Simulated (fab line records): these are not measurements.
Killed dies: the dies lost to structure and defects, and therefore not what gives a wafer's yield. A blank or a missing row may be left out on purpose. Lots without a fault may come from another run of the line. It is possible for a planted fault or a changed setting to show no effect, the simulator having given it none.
Chamber matching | flow n5_finfet | N5_MIM_TOP_LITHO_DESCUM_10 on rie_diel-06: 4 sister chambers
The step chemistry O2, time 7.9 s. 4 wafers are shown with their chamber, then 6 later ones without.

WAFERS WITH THEIR CHAMBER
wafer  | chamber | drypump_motor_current_A (A)
L890.5 | 1       | 4.9
L902.2 | 0       | 5.5
L902.3 | 2       | 5.5
L902.5 | 3       | 5.3

WAFERS WHOSE CHAMBER IS MISSING
wafer  | drypump_motor_current_A (A)
L903.1 | 4.9
L903.3 | 5.5
L903.5 | 4.9
L907.1 | 5.6
L907.2 | 4.9
L907.3 | 5.5

THE CHAMBER EACH PASSED THROUGH
wafer  | from the rows above     | in truth
L903.1 | 1                       | 1
L903.3 | can't be placed: 0 or 2 | 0
L903.5 | 1                       | 1
L907.1 | can't be placed: 0 or 2 | 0
L907.2 | 1                       | 1
L907.3 | can't be placed: 0 or 2 | 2
Correctly placed: 3 of 6. Not placeable from these rows: 3 (in 3, the candidates include the true chamber). Number placed wrongly: 0.
How it was worked out, from the rows above alone: a wafer's distance from a chamber is the root of the sum, over the readings, of the square of ((its reading less the chamber's mean) divided by the reading's scatter). The wafer belongs to the nearest chamber; if the next one is less than 2 further off, it can't be placed. A chamber's mean is the mean of its shown wafers. The scatter: root of mean squared gap, hidden wafer to nearest shown wafer, with one shown wafer a chamber.
